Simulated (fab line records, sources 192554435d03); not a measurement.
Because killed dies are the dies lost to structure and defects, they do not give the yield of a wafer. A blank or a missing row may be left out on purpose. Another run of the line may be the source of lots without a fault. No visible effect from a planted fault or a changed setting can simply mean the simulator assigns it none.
Split-lot study -- flow n5-finfet -- route with 1938 steps; 7 lots, 21 wafers read

SPLIT DETAILS
At N5_BEOL_M5_COAT_71 (time 60 s, resist thk 5 nm), the setting spin-rpm was moved away from the recipe's 1500 rpm on 8 of the 21 wafers read, by -10.1% to +4.9%. All remaining wafers had this setting at the recipe value.

There is no step in the file separating the split from the reading.

THE READING
etch.depth-nm (the simulator's own value, which no gauge read), in nm, at N5_BEOL_M5_ETCH_72 (etches underlayer in N2/H2, target depth 6.5 nm, time 5.2 s). The file does not state a usual value for it. The 13 wafers here that ran the recipe average 4.996 nm, standard deviation 0.014 nm.

wafer,"tool, chamber at the split","spin-rpm as run, rpm",against the recipe,"etch.depth-nm, nm",against lot-mates on the recipe
L076.1,"litho-track-05, 0",1500,recipe,4.988,-
L076.4,"litho-track-05, 0",1500,recipe,4.985,-
L076.5,"litho-track-05, 0",1500,recipe,4.974,-
L079.3,"litho-track-04, 0",1574,+4.9%,4.865,-0.114
L079.4,"litho-track-04, 0",1574,+4.9%,4.865,-0.114
L079.6,"litho-track-04, 0",1500,recipe,4.979,-
L080.4,"litho-track-05, 0",1500,recipe,4.999,-
L080.5,"litho-track-05, 0",1500,recipe,4.993,-
L080.6,"litho-track-05, 0",1500,recipe,5.005,-
L084.1,"litho-track-04, 0",1560,+4.0%,4.897,-0.102
L084.4,"litho-track-04, 0",1500,recipe,4.99,-
L084.5,"litho-track-04, 0",1500,recipe,5.008,-
L090.1,"litho-track-03, 0",1500,recipe,4.986,-
L090.2,"litho-track-03, 0",1348,-10.1%,5.236,+0.250
L090.4,"litho-track-03, 0",1348,-10.1%,5.251,+0.265
L095.1,"litho-track-05, 0",1500,recipe,5.018,-
L095.2,"litho-track-05, 0",1448,-3.5%,5.108,+0.088
L095.4,"litho-track-05, 0",1500,recipe,5.021,-
L097.1,"litho-track-05, 0",1500,recipe,5,-
L097.5,"litho-track-05, 0",1456,-2.9%,5.087,+0.087
L097.6,"litho-track-05, 0",1456,-2.9%,5.069,+0.069

FIT RESULTS
A straight line over all 21 wafers: etch.depth-nm changes by -0.0253 nm for each +1% of spin-rpm; r = -0.99; the points scatter about the line by 0.014 nm.
The same after taking each lot's own level away (the mean of its wafers on the recipe; 21 wafers): -0.025 nm for each +1%; r = -1.00; scatter 0.0066 nm.
That fit puts the effect of the largest move of spin-rpm on the reading at 0.25 nm.
The lots' own levels span 4.9790 to 5.0195 nm, that is 2.9 times the standard deviation above.
Consequently the slope shifts little with the lot-to-lot level, the two slopes agreeing.
Check: +0.258 nm against its lot-mates is what the line predicts for one of the wafers moved furthest among these (-10.1%) when that wafer is left out of the fit. It came out at +0.25 nm against them.

ADDITIONAL SPLITS CARRIED BY THESE WAFERS
Note: prior to the reading, these wafers also went through further splits. Each is held against what the fit with the lots' levels taken away leaves over:
other split on the same wafers,wafers away from the commonest value,r with etch.depth-nm (lot level and that fit taken away)
N5_BEOL_M4_COAT_67 spin-rpm,4,+0.42

THE FILE'S OWN FIT
etch.depth-nm changes by -0.0251 nm for each +1% of spin-rpm, r = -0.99.
